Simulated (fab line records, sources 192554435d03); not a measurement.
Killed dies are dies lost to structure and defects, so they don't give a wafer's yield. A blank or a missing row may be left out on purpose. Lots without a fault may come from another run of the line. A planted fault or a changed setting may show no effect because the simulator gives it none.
One fault seen from 2 desks | flow n5_finfet | each desk has only its own numbers; what lay behind them comes last

THE TOOL OWNER'S DESK: pecvd-04
The tool's own readings at N5_BEOL_M2_ILD_DEP_00 (deposits SiOC from DEMS/O2, target thk 79 nm, time 15.3 s): means of the sampled wafers that have a number, for each lot that ran on this tool. A lot is out of limits, marked OUT, if its mean lies more than 4 standard deviations from the usual mean; the brackets give that distance.
Columns: A = heater_power_w at N5_BEOL_M2_ILD_DEP_00, usual 535 W; B = showerhead_plenum_p_Torr at N5_BEOL_M2_ILD_DEP_00, usual 5.696 Torr; C = susceptor_temp_C at N5_BEOL_M2_ILD_DEP_00, usual 350.00 C; D = throttle_valve_pct at N5_BEOL_M2_ILD_DEP_00, usual 12.4 %
lot  | first seen here | A   | B     | C                 | D
L562 | day 7 04:59     | 545 | 5.715 | 349.86            | 12.8
L568 | day 9 02:00     | 460 | 5.695 | 351.68 (+7.6) OUT | 12.9
L569 | day 9 02:17     | 339 | 5.685 | 351.47 (+6.7) OUT | 12.6
This desk's finding: out of limits on L568, L569; first on L568, day 9 02:00 (susceptor_temp_C at N5_BEOL_M2_ILD_DEP_00). In limits: L562.

THE METROLOGY DESK
What the gauges read, lot by lot, whatever tool the lot ran on: means of the sampled wafers that have a number. A lot is out of limits, marked OUT, if its mean lies more than 4 standard deviations from the usual mean; the brackets give that distance. Of its 10 readings 7 are shown: those that lie furthest out on some lot.
Columns: A = DIBL_N at N5_BEOL_M4_RC_MEAS_101, usual 35.1 mV/V; B = IOFF_N at N5_BEOL_M4_RC_MEAS_101, usual 0.146 nA/um; C = IOFF_P at N5_BEOL_M4_RC_MEAS_101, usual 0.20 nA/um; D = ION_P at N5_BEOL_M4_RC_MEAS_101, usual 462 uA/um; E = SS_P at N5_BEOL_M4_RC_MEAS_101, usual 73.1 mV/dec; F = VT_N at N5_BEOL_M4_RC_MEAS_101, usual 250 mV; G = VT_P at N5_BEOL_M4_RC_MEAS_101, usual -251 mV
lot  | first seen here | A    | B     | C    | D   | E    | F   | G
L560 | day 8 03:03     | 35.5 | 0.136 | 0.19 | 454 | 72.7 | 254 | -253
L561 | day 8 23:31     | 37.3 | 0.204 | 0.28 | 467 | 73.9 | 245 | -245
L562 | day 8 23:44     | 35.4 | 0.142 | 0.19 | 469 | 73.1 | 250 | -249
L569 | day 10 05:06    | 34.9 | 0.152 | 0.23 | 464 | 74.1 | 251 | -249
L568 | day 11 00:43    | 35.2 | 0.149 | 0.18 | 461 | 73.3 | 247 | -251
L572 | day 12 04:23    | 33.8 | 0.117 | 0.15 | 456 | 72.5 | 252 | -256
L575 | day 12 08:22    | 34.4 | 0.127 | 0.17 | 459 | 72.5 | 254 | -254
L576 | day 13 03:28    | 34.2 | 0.143 | 0.22 | 473 | 72.9 | 247 | -247
L578 | day 13 03:50    | 33.5 | 0.140 | 0.21 | 466 | 72.4 | 251 | -248
L581 | day 14 15:52    | 35.4 | 0.158 | 0.21 | 468 | 73.4 | 247 | -250
This desk's finding: nothing out of limits on any of the 10 lots.

PUT TOGETHER
The tool owner's desk could have raised an alarm at day 9 02:00, on L568, L569.
The metrology desk saw nothing out of limits.
The metrology desk has L568, L569 on record, within its limits.
Of the lots named, all ran N5_BEOL_M2_ILD_DEP_00 on pecvd-04.

WHAT THE SIMULATOR HAD PUT IN
Process parameter drift: pecvd-04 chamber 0, from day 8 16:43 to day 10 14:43, at N5_BEOL_M2_ILD_DEP_00. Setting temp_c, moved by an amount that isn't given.
Lots struck among those shown: L568, L569.
Hours from the fault's start to each desk's first reading out of limits: the tool owner's desk, 9.
